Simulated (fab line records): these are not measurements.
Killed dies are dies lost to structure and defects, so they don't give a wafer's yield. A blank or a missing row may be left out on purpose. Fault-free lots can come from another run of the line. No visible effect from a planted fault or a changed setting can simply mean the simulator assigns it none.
Chamber matching -- flow n5-finfet -- N5_FIN_SAQP_SPACER2_ALD_28 on ald-sin-01: 4 sister chambers
The step deposits SiO2, target thk 8.1 nm, pulse time 1 s, purge time 2 s. 4 wafers are shown with their chamber, then 8 later ones without.

## WAFERS WITH THEIR CHAMBER
wafer,chamber,heater-power-w (W)
L078.5,1,558
L079.4,0,542
L079.5,3,430
L082.3,2,395

## WAFERS MISSING THEIR CHAMBER
wafer,heater-power-w (W)
L082.4,423
L082.5,390
L086.1,538
L086.3,419
L086.5,548
L094.1,424
L094.4,401
L094.5,571

## CHAMBER TAKEN BY EACH
wafer,from the rows above,in truth
L082.4,3,3
L082.5,2,2
L086.1,0,0
L086.3,can't be placed: 3 or 2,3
L086.5,can't be placed: 0 or 1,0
L094.1,3,3
L094.4,2,2
L094.5,1,1
Correctly placed: 6 of 8. Cannot be placed on the basis of these rows: 2; the candidates contain the true chamber in 2. Wrongly placed: 0.
How it was worked out, from the rows above alone: a wafer's distance from a chamber is the root of the sum, over the readings, of the square of ((its reading less the chamber's mean) divided by the reading's scatter). If the next closest chamber is less than 2 further off than the closest, the wafer can't be placed; otherwise it belongs to the closest. For every chamber, the mean is computed from those of its wafers that are shown. The scatter: root of mean squared gap, hidden wafer to nearest shown wafer, with one shown wafer a chamber.
